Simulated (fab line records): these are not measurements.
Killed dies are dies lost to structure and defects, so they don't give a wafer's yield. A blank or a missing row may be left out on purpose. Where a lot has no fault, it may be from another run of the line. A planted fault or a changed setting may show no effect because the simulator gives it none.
Comparing a struck lot with a sound one ; flow n5-finfet ; 37 out of 1938 route steps
Sound: the wafers L870.2, L870.4, L870.6. Wafers L856.5, L856.6 were the ones struck. The cause is given at the end.
At each step with rows: each side's tool, then ch and its chambers, then its first start. Under that, the readings that differ: sound wafers ; struck wafers ; difference of the means ; sigmas: that difference in standard deviations of wafers without a fault.
alike: readings with means less than 2 such deviations apart, plus words and numbers identical on both sides. not compared: withheld readings, readings lacking a value on some wafer, bounds such as >300 that could conceal the same value, and numbers that have no deviation in the record and whose values overlap.
A row with sigmas, a row that says differs or no value, or rows on one side alone: a step with any of these is where the two part. Numbers that don't overlap but have no deviation are shown without sigmas and don't part them. A reading missing from all wafers of one side parts the sides only when that side holds two or more wafers.

first, 8 steps without rows for these wafers: N5_MOL_CONTACT_COAG_PRECLEAN_138 (cleans in alkaline clean, time 60 s); N5_MOL_CONTACT_COAG_SRD_139 (time 30 s); N5_MOL_CONTACT_COAG_PRE_CLEAN_121; N5_MOL_CONTACT_COAG_CVD_140 (deposits W, target thk 66.5 nm, time 215 s); N5_MOL_CONTACT_COAG_PRECLEAN_127 (cleans in DIW, time 57.5 s); N5_MOL_CONTACT_COAG_SRD_128 (dry time 32 s); N5_MOL_CONTACT_COAG_CMP_52 (polishes, stops on SiO2, t overpolish 1.5 s, target thk 66.5 nm); N5_MOL_CONTACT_COAG_ANNEAL_112 (time 1800 s).
N5_BEOL_M0_SAQP_PECVD_00: deposits SiCN from 3MS/NH3, target thk 8 nm, time 14 s.
  sound on pecvd-01 ch 0,1, day 10 13:34; struck on pecvd-01 ch 0,2, day 7 00:59
reading;sound;struck;difference;sigmas
model.SiCN_of_BEOL_M0_SAQP_PECVD_00.thk-nm (nm);8 8 8;5.8 6;-2.1;
  alike: showerhead-plenum-p-Torr, showerhead-vpp-V, throttle-valve-pct
then, 25 steps without rows for these wafers: N5_BEOL_M0_SAQP_ILD_DEP_01 (deposits SiOC from DEMS/O2, target thk 45.419 nm, time 8.7 s); N5_BEOL_M0_SAQP_HM_DEP_02 (deposits TiN, target thk 12 nm); N5_BEOL_M0_SAQP_PECVD_03 (deposits SiCN from 3MS/NH3, target thk 12 nm, time 21.1 s); N5_BEOL_M0_SAQP_PECVD_96 (deposits a-Si from SiH4/He, target thk 45 nm, time 45.2 s); N5_BEOL_M0_SAQP_PECVD_97 (deposits SiNx from SiH4/NH3/N2, target thk 23 nm, time 19.9 s); N5_BEOL_M0_SAQP_PECVD_04 (deposits a-Si from SiH4/He, target thk 60 nm, time 60.2 s); N5_BEOL_M0_SAQP_HM_DEP_111 (deposits SiO2 from SiH4/N2O, target thk 12 nm, time 7.2 s); N5_BEOL_M0_SAQP_COAT_81 (time 60 s, resist thk 100 nm); N5_BEOL_M0_SAQP_COAT_82 (time 60 s, resist thk 30 nm); N5_BEOL_M0_SAQP_COAT_08 (resist thk 90 nm); N5_BEOL_M0_SAQP_EBR_10; N5_BEOL_M0_SAQP_SOFTBAKE_09 (time 60 s); N5_BEOL_M0_SAQP_EXPOSE_11 (exposes mask M0 CORE, target cd 42 nm); N5_BEOL_M0_SAQP_PEB_12 (peb time 60 s); N5_BEOL_M0_SAQP_DEVELOP_13 (develop time 30 s); N5_BEOL_M0_SAQP_DESCUM_19 (chemistry O2, time 7.9 s); N5_BEOL_M0_SAQP_ETCH_83 (etches SiARC in CF4, target depth 39 nm, time 65 s); N5_BEOL_M0_SAQP_ETCH_84 (etches SOC in N2/H2, target depth 100 nm, overetch 20 nm, time 150 s); N5_BEOL_M0_SAQP_STRIP_80 (strips in N2/H2); N5_BEOL_M0_SAQP_HM_OPEN_112 (chemistry CHF3/O2, target SiO2, stops on a-Si, target depth 12 nm, time 13.5 s); N5_BEOL_M0_SAQP_STRIP_113 (strips in CHF3/O2); N5_BEOL_M0_SAQP_MANDREL_ETCH_20 (etches a-Si in HBr/Cl2, stops on SiNx, target depth 60 nm, bt time 10 s, time 30 s); N5_BEOL_M0_SAQP_STRIP_86 (strips in N2/H2); N5_BEOL_M0_SAQP_STRIP_115 (strips in post etch residue remover, time 60 s); N5_BEOL_M0_SAQP_SRD_93 (time 30 s).
N5_BEOL_M0_ETCH_109: etches SiCN in CH3F/O2, target depth 8 nm, overetch 2.4 nm, time 27.4 s.
  sound on rie-diel-02 ch 0,2,3, day 11 02:49; struck on rie-diel-03 ch 1,3, day 7 14:14
reading;sound;struck;difference;sigmas
model.etch.depth-nm (nm);7.924 8.029 7.989;5.825 5.948;-2.094;
  alike: drypump-motor-current-A, oes-product-au, rf-vpp-V, showerhead-plenum-p-Torr, throttle-valve-pct
  not compared: rf-hours-counter-h
N5_BEOL_M4_RC_MEAS_101:
  sound on prober-02 ch 0, day 13 11:15; struck on prober-01 ch 0, day 9 09:13
reading;sound;struck;difference;sigmas
DIBL_P (mV/V);33.3 36.0 35.1;38.5 40.2;+4.6;+2
SS_N (mV/dec);71.1 71.7 71.2;72.5 73.0;+1.4;+2
VT_N (mV);257 249 254;247 246;-7;-2
  alike: DIBL_N, IOFF_N, IOFF_P, ION_N, ION_P, SS_P, VT_P
-- a jump in the record: the struck wafers' starts before and after are 5 days apart (it breaks off in module BEOL_M4 and resumes in module PASSIVATION, where the first step shown is number 1936 of the route) --
N5_PASSIVATION_PROBE_49:
  sound: prober-01 at day 17 20:16; struck: prober-02 at day 13 22:35
  alike: defect-limited-yield, killed_at_M0_to_M3, killed_at_M4_up, killed-at-contacts, killed-at-front-end, killed-at-other, killed-dies, killed-open, killed-short, sort_bin_5_function, sort_bin_6_memory, sort-n-pass, sort-yield-pct

## WHERE THEY PART
Within this record, at N5_BEOL_M4_RC_MEAS_101 only. Later steps at which nothing parts them and some readings are alike: N5_PASSIVATION_PROBE_49.

WHY: whatever the simulator had introduced
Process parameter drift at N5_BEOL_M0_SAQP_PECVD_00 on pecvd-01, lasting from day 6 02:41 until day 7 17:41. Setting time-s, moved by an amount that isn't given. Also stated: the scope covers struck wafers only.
